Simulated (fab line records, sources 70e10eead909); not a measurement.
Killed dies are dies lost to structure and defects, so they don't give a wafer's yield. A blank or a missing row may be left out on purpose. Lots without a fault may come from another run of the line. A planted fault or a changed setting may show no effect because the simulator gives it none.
Which tool did it? | flow nand_harc | 11 lots, 33 wafers sampled, at 5 steps of a route of 1302

WHAT THE GAUGES READ, wafer by wafer
NHARC_A_M0_CD_MEAS_16.
lot  | measured     | on        | cd_nm (nm)
L596 | day 23 19:32 | cd_sem-01 | 79.2 80.0 80.6
L599 | day 24 11:53 | cd_sem-03 | 80.2 80.2 80.9
L597 | day 24 18:27 | cd_sem-03 | 81.2 80.5 81.4
L600 | day 25 11:53 | cd_sem-01 | 79.9 79.8 80.1
L608 | day 28 14:03 | cd_sem-02 | 81.5 79.9 80.1
L609 | day 28 22:20 | cd_sem-02 | 78.9 80.9 79.8
L611 | day 29 03:14 | cd_sem-01 | 78.9 78.7 79.3
L612 | day 30 00:40 | cd_sem-03 | 78.7 78.3 78.2
L617 | day 31 15:10 | cd_sem-03 | 78.9 77.2 78.9
L618 | day 32 15:02 | cd_sem-01 | 81.6 81.4 80.7
L619 | day 32 15:37 | cd_sem-01 | 78.3 77.9 78.5

NHARC_END_SORT_01.
lot  | measured     | on        | defect_limited_yield (%) | killed_at_array | killed_at_other | killed_at_periphery | killed_dies | killed_open | killed_short | sort_bin_2_pct (%) | sort_bin_3_pct (%) | sort_bin_4_pct (%) | sort_n_pass | sort_rim_yield_pct (%) | sort_yield_pct (%)
L608 | day 30 08:20 | prober-02 | 92.8 95.7 94.2           | 47 28 35        | 1 0 2           | 1 1 2               | 49 29 39    | 1 1 1       | 3 2 3        | 2.1 1.0 1.6        | 0.6 0.1 0          | 4.6 3.1 4.1        | 628 648 638 | 95 94 92               | 92.8 95.7 94.2

WHICH TOOL RAN EACH LOT (tool, then ch and the chambers of the sampled wafers, then the start)
lot  | NHARC_A_M0_ETCH_34                 | NHARC_A_M0_ETCH_15                            | NHARC_A_M0_STRIP_18
L596 | rie_diel-03 ch 1,2,3, day 23 19:20 | rie_diel-03 ch 0,1,3, day 23 19:32 or earlier | rie_diel-07 ch 0,2,3, day 23 19:37
L599 | rie_diel-05 ch 0,1, day 24 11:40   | rie_diel-05 ch 1,2,3, day 24 11:53 or earlier | rie_diel-07 ch 0,1, day 24 11:57
L597 | rie_diel-03 ch 0,1,3, day 24 18:15 | rie_diel-03 ch 0,1, day 24 18:27 or earlier   | rie_diel-05 ch 0,1,2, day 24 18:33
L600 | rie_diel-07 ch 0,2,3, day 25 11:41 | rie_diel-07 ch 0,2, day 25 11:53 or earlier   | rie_diel-07 ch 1,3, day 25 11:58
L608 | rie_diel-07 ch 0,1,2, day 28 13:50 | rie_diel-07 ch 1,2,3, day 28 14:03 or earlier | rie_diel-03 ch 1,3, day 28 14:07
L609 | rie_diel-07 ch 0,1,2, day 28 22:07 | rie_diel-07 ch 0,1,3, day 28 22:20 or earlier | rie_diel-05 ch 0,2,3, day 28 22:24
L611 | rie_diel-05 ch 0,1,3, day 29 03:01 | rie_diel-05 ch 1,2,3, day 29 03:14 or earlier | rie_diel-03 ch 0,2,3, day 29 03:20
L612 | rie_diel-05 ch 2,3, day 30 00:28   | rie_diel-05 ch 0,1, day 30 00:40 or earlier   | rie_diel-05 ch 0,1,3, day 30 00:48
L617 | rie_diel-05 ch 1,2,3, day 31 14:57 | rie_diel-05 ch 0,1,3, day 31 15:10 or earlier | rie_diel-07 ch 0,2,3, day 31 15:14
L618 | rie_diel-07 ch 0,2,3, day 32 14:49 | rie_diel-07 ch 0,1,2, day 32 15:02 or earlier | rie_diel-03 ch 1,2,3, day 32 15:07
L619 | rie_diel-05 ch 0,2,3, day 32 15:24 | rie_diel-05 ch 0,2,3, day 32 15:37 or earlier | rie_diel-07 ch 2,3, day 32 15:41
- NHARC_A_M0_ETCH_34: etches the open film in N2/H2, target depth 40 nm, overetch 12 nm, time 43.94 s.
- NHARC_A_M0_ETCH_15: etches the open film in C4F8/Ar, target depth 150 nm, overetch 15 nm, time 82.5 s.
- NHARC_A_M0_STRIP_18: strips in N2/H2.

WHAT THE TOOLS THEMSELVES READ (means of the sampled wafers that have a number; where no wafer has one, the mark that the record gives instead)
NHARC_A_M0_ETCH_34.
lot  | tool        | drypump_motor_current_A (A) | n2_flow_sccm (sccm) | oes_product_au (a.u.) | rf_vpp_V (V) | run_length_s (s) | showerhead_plenum_p_Torr (Torr) | throttle_valve_pct (%)
L596 | rie_diel-03 | 5.9                         | 149.2               | 1.008                 | 428.8        | 64.6             | 1.99                            | 14.168
L599 | rie_diel-05 | 5.1                         | 149.8               | 1.001                 | 432.2        | 65.4             | 2.09                            | 14.159
L597 | rie_diel-03 | 6.4                         | 150.0               | 1.004                 | 430.3        | 64.9             | 2.00                            | 14.170
L600 | rie_diel-07 | 5.9                         | 149.6               | 1.000                 | 430.7        | 65.6             | 2.05                            | 14.167
L608 | rie_diel-07 | 5.8                         | 149.9               | 1.002                 | 429.6        | 62.1             | 2.02                            | 14.172
L609 | rie_diel-07 | 5.8                         | 149.8               | 1.010                 | 430.5        | 62.4             | 2.02                            | 14.170
L611 | rie_diel-05 | 5.5                         | 150.7               | 0.998                 | 431.1        | 65.7             | 2.05                            | 14.178
L612 | rie_diel-05 | 6.3                         | 150.5               | 1.006                 | 428.7        | 65.5             | 2.00                            | 14.181
L617 | rie_diel-05 | 6.0                         | 150.0               | 0.999                 | 430.4        | 65.4             | 2.04                            | 14.167
L618 | rie_diel-07 | 5.9                         | 149.8               | 1.002                 | 431.6        | 65.8             | 2.04                            | 14.173
L619 | rie_diel-05 | 5.9                         | 150.2               | 1.003                 | 431.9        | 65.2             | 2.06                            | 14.177

NHARC_A_M0_ETCH_15.
lot  | tool        | oes_product_au (a.u.) | rf_vpp_V (V) | run_length_s (s)
L596 | rie_diel-03 | 0.916                 | 440.3        | 103.5
L599 | rie_diel-05 | 0.956                 | 440.2        | 104.1
L597 | rie_diel-03 | 0.922                 | 440.4        | 104.0
L600 | rie_diel-07 | 0.920                 | 440.4        | 104.5
L608 | rie_diel-07 | 0.972                 | 440.5        | 103.7
L609 | rie_diel-07 | 0.983                 | 439.9        | 103.8
L611 | rie_diel-05 | 0.974                 | 440.5        | 104.0
L612 | rie_diel-05 | 0.920                 | 443.2        | 104.0
L617 | rie_diel-05 | 0.923                 | 442.0        | 104.2
L618 | rie_diel-07 | 0.925                 | 439.6        | 104.2
L619 | rie_diel-05 | 0.972                 | 441.1        | 103.9

NHARC_A_M0_STRIP_18.
lot  | tool        | drypump_motor_current_A (A) | n2_flow_sccm (sccm) | oes_product_au (a.u.) | rf_vpp_V (V) | showerhead_plenum_p_Torr (Torr) | throttle_valve_pct (%)
L596 | rie_diel-07 | 5.9                         | 150.3               | 0.998                 | 91.6         | 2.05                            | 14.175
L599 | rie_diel-07 | 5.7                         | 150.2               | 0.994                 | 90.9         | 2.01                            | 14.160
L597 | rie_diel-05 | 5.5                         | 150.0               | 0.997                 | 91.2         | 2.11                            | 14.175
L600 | rie_diel-07 | 5.7                         | 150.0               | 1.012                 | 90.5         | 1.99                            | 14.178
L608 | rie_diel-03 | 6.3                         | 149.8               | 0.997                 | 90.8         | 1.98                            | 14.164
L609 | rie_diel-05 | 5.9                         | 149.7               | 1.002                 | 90.4         | 2.06                            | 14.171
L611 | rie_diel-03 | 6.1                         | 150.0               | 0.995                 | 90.6         | 2.03                            | 14.173
L612 | rie_diel-05 | 5.5                         | 150.0               | 1.005                 | 91.1         | 2.05                            | 14.168
L617 | rie_diel-07 | 5.9                         | 149.9               | 1.008                 | 90.9         | 2.04                            | 14.164
L618 | rie_diel-03 | 5.9                         | 150.2               | 1.001                 | 90.2         | 1.98                            | 14.168
L619 | rie_diel-07 | 5.9                         | 149.7               | 1.014                 | 89.5         | 2.04                            | 14.178

THE ANSWER, worked out from the rows above alone
Rule: what is usual is taken from the lots themselves. Put in order of their means at a reading, lots are off if they are a third of the lots or fewer, leave a main group of 4 or more, and stand apart from it by a gap of 3 or more times the standard deviation of the main group's means; of several such gaps the widest counts. A main group whose means are all the same, to the digits that the tables above print for the reading, isn't used. A lot without any number at a reading at which 4 lots or more have one is off too. The other lots that the step has rows for count as sound. The gauges are gone through in route order, then the tools' own readings, and for those a lot's mean is taken as printed above. The first step at which some lot is off is used, and at that step the reading that is off furthest; a lot without a number counts as furthest.
Off: L608, L609, at NHARC_A_M0_ETCH_34 (run_length_s). The main group: mean 65.3 s, standard deviation 0.37.
A tool fits if, at that step or a process step before it, it ran every lot that is off, and no sound lot after the first of them. None of those tried fits.

WHAT THE SIMULATOR HAD PUT IN
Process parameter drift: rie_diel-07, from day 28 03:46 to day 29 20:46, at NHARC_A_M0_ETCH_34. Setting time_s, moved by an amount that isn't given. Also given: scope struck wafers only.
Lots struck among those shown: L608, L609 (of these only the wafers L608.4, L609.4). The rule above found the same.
